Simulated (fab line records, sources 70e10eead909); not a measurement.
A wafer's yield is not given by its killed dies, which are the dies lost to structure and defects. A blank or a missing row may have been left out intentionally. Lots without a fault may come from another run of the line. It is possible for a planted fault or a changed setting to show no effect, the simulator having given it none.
Which tool did it?    flow nand_harc    14 lots with 42 wafers sampled at 4 steps, on a route of 1159 steps

## WHAT THE GAUGES READ, wafer by wafer
NHARC_END_SORT_01. Usual: defect_limited_yield 95.2 %, standard deviation 1.6; killed_at_array 29, standard deviation 11; killed_at_other 0.7, standard deviation 1.1; killed_at_periphery 3.1, standard deviation 2; killed_dies 33, standard deviation 11; killed_open 3.5, standard deviation 1.8; killed_short 2.0, standard deviation 1.4; sort_bin_2_pct 1.5 %, standard deviation 0.6; sort_bin_3_pct 0.24 %, standard deviation 0.19; sort_bin_4_pct 3.1 %, standard deviation 1.1; sort_n_pass 644, standard deviation 11; sort_rim_yield_pct 96.5 %, standard deviation 2.3; sort_yield_pct 95.2 %, standard deviation 1.6.
lot   measured      on         defect_limited_yield (%)  killed_at_array  killed_at_other  killed_at_periphery  killed_dies  killed_open  killed_short  sort_bin_2_pct (%)  sort_bin_3_pct (%)  sort_bin_4_pct (%)  sort_n_pass  sort_rim_yield_pct (%)  sort_yield_pct (%)  flag
L462  day 20 21:47  prober-02  96.0 96.8 97.0            25 20 17         0 0 0            2 2 3                27 22 20     3 5 1        1 1 3         1.3 0.3 0.6         0 0.15 0            2.7 2.8 2.4         650 655 657  97.2 97.2 94.3          96.0 96.8 97.0      
L463  day 21 04:49  prober-02  94.4 93.6 93.9            34 41 39         0 0 1            4 2 1                38 43 41     6 4 2        3 3 2         1.6 2.2 2.7         0.30 0.30 0.59      3.7 3.8 2.8         639 634 636  97.2 97.2 97.2          94.4 93.6 93.9      
L464  day 21 12:37  prober-02  98.5 97.0 96.8            9 17 18          0 0 0            1 3 4                10 20 22     0 3 5        2 6 0         0.6 1.0 1.0         0.15 0.15 0         0.7 1.8 2.2         667 657 655  100.0 96.2 98.1         98.5 97.0 96.8      
L467  day 21 00:14  prober-01  95.4 95.3 94.1            27 26 33         0 0 0            4 6 7                31 32 40     4 4 6        4 2 1         1.2 1.3 2.1         0.30 0.15 0.30      3.1 3.2 3.5         646 645 637  92.5 99.1 94.3          95.4 95.3 94.1      
L466  day 21 08:01  prober-01  97.9 97.2 97.0            8 11 10          3 3 1            3 5 9                14 19 20     2 5 3        1 2 3         0.3 0.6 1.0         0 0 0.15            1.8 2.2 1.8         663 658 657  98.1 99.1 98.1          97.9 97.2 97.0      
L469  day 21 17:22  prober-01  95.6 96.3 96.0            30 23 24         0 0 0            0 2 3                30 25 27     7 1 8        1 0 0         1.2 0.4 1.2         0.44 0.30 0.44      2.8 3.0 2.4         647 652 650  99.1 100.0 96.2         95.6 96.3 96.0      
L470  day 22 00:25  prober-01  94.4 92.8 94.1            34 44 34         0 1 1            4 4 5                38 49 40     2 3 2        0 3 2         1.5 2.4 2.1         0.44 0.15 0.30      3.7 4.7 3.5         639 628 637  93.4 97.2 91.5          94.4 92.8 94.1      
L471  day 22 14:11  prober-01  96.0 94.7 94.5            23 32 30         0 0 0            4 4 7                27 36 37     4 3 8        1 2 3         1.0 1.6 1.8         0.44 0 0.15         2.5 3.7 3.5         650 641 640  96.2 99.1 93.4          96.0 94.7 94.5      
L472  day 22 04:19  prober-02  94.8 95.4 95.1            33 27 31         0 0 0            2 4 2                35 31 33     3 6 3        4 2 2         1.8 1.6 0.9         0 0.30 0.74         3.4 2.7 3.2         642 646 644  97.2 96.2 95.3          94.8 95.4 95.1      
L474  day 22 15:48  prober-02  50.8 94.8 48.7            20 34 28         0 0 1            313 1 318            333 35 347   3 3 1        1 5 1         17.0 2.1 17.6       3.99 0.44 2.95      28.2 2.7 30.7       344 642 330  56.6 95.3 49.1          50.8 94.8 48.7      OFF
L473  day 23 10:49  prober-02  94.1 44.5 46.2            33 30 21         5 0 1            2 346 342            40 376 364   7 3 1        0 2 2         1.8 19.9 20.7       0.15 2.51 5.02      4.0 33.1 28.1       637 301 313  98.1 45.3 54.7          94.1 44.5 46.2      OFF
L475  day 23 00:26  prober-01  93.8 93.2 93.9            39 41 37         3 3 2            0 2 2                42 46 41     4 3 8        2 2 2         2.5 2.4 1.8         0.15 0.30 0.30      3.5 4.1 4.0         635 631 636  95.3 98.1 92.5          93.8 93.2 93.9      
L483  day 24 18:05  prober-01  97.2 96.0 96.5            15 23 23         0 0 0            4 4 1                19 27 24     2 2 0        2 3 5         1.0 1.3 0.7         0.15 0 0.30         1.6 2.7 2.5         658 650 653  98.1 94.3 99.1          97.2 96.0 96.5      
L484  day 25 02:52  prober-02  96.3 96.5 96.5            25 23 24         0 0 0            0 1 0                25 24 24     2 2 3        2 0 0         0.9 0.7 1.5         0.44 0.30 0.15      2.4 2.5 1.9         652 653 653  94.3 93.4 98.1          96.3 96.5 96.5      

## TOOL THAT RAN EACH LOT (tool first, then ch and the chambers of the sampled wafers, then the start)
lot   NHARC_P_M1_ECD_22               NHARC_THIN_TSV_PVD_19                    NHARC_THIN_TSV_STRIP_56
L462  ecd_cu-02 ch 0,1, day 6 16:21   pvd_sputter-03, day 19 11:34 or earlier  plasma_asher-02 ch 0,1, day 19 11:34
L463  ecd_cu-01 ch 0,1, day 6 16:40   pvd_sputter-02, day 19 14:35 or earlier  plasma_asher-01 ch 0, day 19 14:35
L464  ecd_cu-01 ch 0,1, day 7 03:16   pvd_sputter-02, day 19 18:08 or earlier  plasma_asher-01 ch 0,1, day 19 18:08
L467  ecd_cu-01 ch 0,1, day 7 08:40   pvd_sputter-02, day 19 13:37 or earlier  plasma_asher-02 ch 0,1, day 19 13:37
L466  ecd_cu-01 ch 0,1, day 7 09:12   pvd_sputter-02, day 19 16:49 or earlier  plasma_asher-01 ch 0,1, day 19 16:49
L469  ecd_cu-01 ch 0,1, day 8 04:48   pvd_sputter-03, day 20 17:35 or earlier  plasma_asher-01 ch 0,1, day 20 17:35
L470  ecd_cu-01 ch 0,1, day 8 05:41   pvd_sputter-01, day 21 16:09 or earlier  plasma_asher-02 ch 0,1, day 21 16:09
L471  ecd_cu-01 ch 0,1, day 8 19:33   pvd_sputter-03, day 22 04:54 or earlier  plasma_asher-01 ch 0,1, day 22 04:54
L472  ecd_cu-01 ch 0, day 8 20:31     pvd_sputter-02, day 21 17:26 or earlier  plasma_asher-01 ch 0,1, day 21 17:26
L474  ecd_cu-01 ch 0,1, day 9 05:31   pvd_sputter-02, day 22 06:19 or earlier  plasma_asher-01 ch 0,1, day 22 06:19
L473  ecd_cu-01 ch 0,1, day 9 11:52   pvd_sputter-02, day 23 00:34 or earlier  plasma_asher-02 ch 0,1, day 23 00:34
L475  ecd_cu-02 ch 0,1, day 9 19:43   pvd_sputter-02, day 22 14:43 or earlier  plasma_asher-01 ch 0,1, day 22 14:43
L483  ecd_cu-02 ch 0,1, day 11 13:02  pvd_sputter-01, day 24 08:36 or earlier  plasma_asher-01 ch 0,1, day 24 08:36
L484  ecd_cu-02 ch 0,1, day 12 03:01  pvd_sputter-02, day 24 18:38 or earlier  plasma_asher-01 ch 0,1, day 24 18:38
- NHARC_P_M1_ECD_22: material Cu, target thk 400 nm.
- NHARC_THIN_TSV_PVD_19: deposits TaN, target thk 20 nm.
- NHARC_THIN_TSV_STRIP_56: strips in O2.

## WHAT THE TOOLS THEMSELVES READ (means of the sampled wafers that have a number; where no wafer has one, the mark that the record gives instead)
NHARC_THIN_TSV_PVD_19. Usual: throttle_valve_pct 30.7 %, standard deviation 0.88.
lot   tool            throttle_valve_pct (%)  flag
L462  pvd_sputter-03  29.9                    
L463  pvd_sputter-02  30.9                    
L464  pvd_sputter-02  30.9                    
L467  pvd_sputter-02  30.4                    
L466  pvd_sputter-02  30.4                    
L469  pvd_sputter-03  30.9                    
L470  pvd_sputter-01  30.8                    
L471  pvd_sputter-03  30.0                    
L472  pvd_sputter-02  30.8                    
L474  pvd_sputter-02  31.3                    
L473  pvd_sputter-02  31.0                    
L475  pvd_sputter-02  30.4                    
L483  pvd_sputter-01  30.6                    
L484  pvd_sputter-02  30.5                    

NHARC_THIN_TSV_STRIP_56. Usual: drypump_motor_current_A 5.66 A, standard deviation 0.26; heater_power_w 323 W, standard deviation 38.
lot   tool             drypump_motor_current_A (A)  heater_power_w (W)  flag
L462  plasma_asher-02  6.02                         355                 
L463  plasma_asher-01  5.68                         304                 
L464  plasma_asher-01  5.52                         310                 
L467  plasma_asher-02  6.03                         353                 
L466  plasma_asher-01  5.51                         311                 
L469  plasma_asher-01  5.49                         300                 
L470  plasma_asher-02  5.82                         385                 
L471  plasma_asher-01  5.53                         302                 
L472  plasma_asher-01  5.50                         300                 
L474  plasma_asher-01  5.58                         301                 
L473  plasma_asher-02  5.83                         386                 
L475  plasma_asher-01  5.62                         305                 
L483  plasma_asher-01  5.49                         311                 
L484  plasma_asher-01  5.62                         302                 

## THE ANSWER, worked out from the rows above alone
Rule: a lot is off if the mean of its wafers that have a number lies more than 3 standard deviations from the usual mean. A lot without any number at a reading at which 4 lots or more have one is off too. Where the step has rows for the other lots, those lots are counted as sound. After the gauges, taken in route order, come the tools' own readings; for these a lot's mean is taken, as printed above. At the first step where some lot is off, the reading lying furthest off is the one used; lots without a number count as furthest.
Off at NHARC_END_SORT_01 (killed_at_periphery): L474, L473.
A tool fits if, at a process step before that reading, it ran every lot that is off, and no sound lot after the first of them. The gauges at NHARC_END_SORT_01 are tried like those tools. With no start given for some of its lots, NHARC_THIN_TSV_PVD_19 uses the hours and lot order of NHARC_THIN_TSV_STRIP_56. One candidate fits, namely ecd_cu-01 at NHARC_P_M1_ECD_22. Its last sound lot is L472 (day 8 20:31), its first lot that is off L474 (day 9 05:31): a fault that began between those two fits.

## WHAT WAS PUT IN BY THE SIMULATOR
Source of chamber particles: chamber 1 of ecd_cu-01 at NHARC_P_M1_ECD_22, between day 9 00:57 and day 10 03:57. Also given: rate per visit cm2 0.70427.
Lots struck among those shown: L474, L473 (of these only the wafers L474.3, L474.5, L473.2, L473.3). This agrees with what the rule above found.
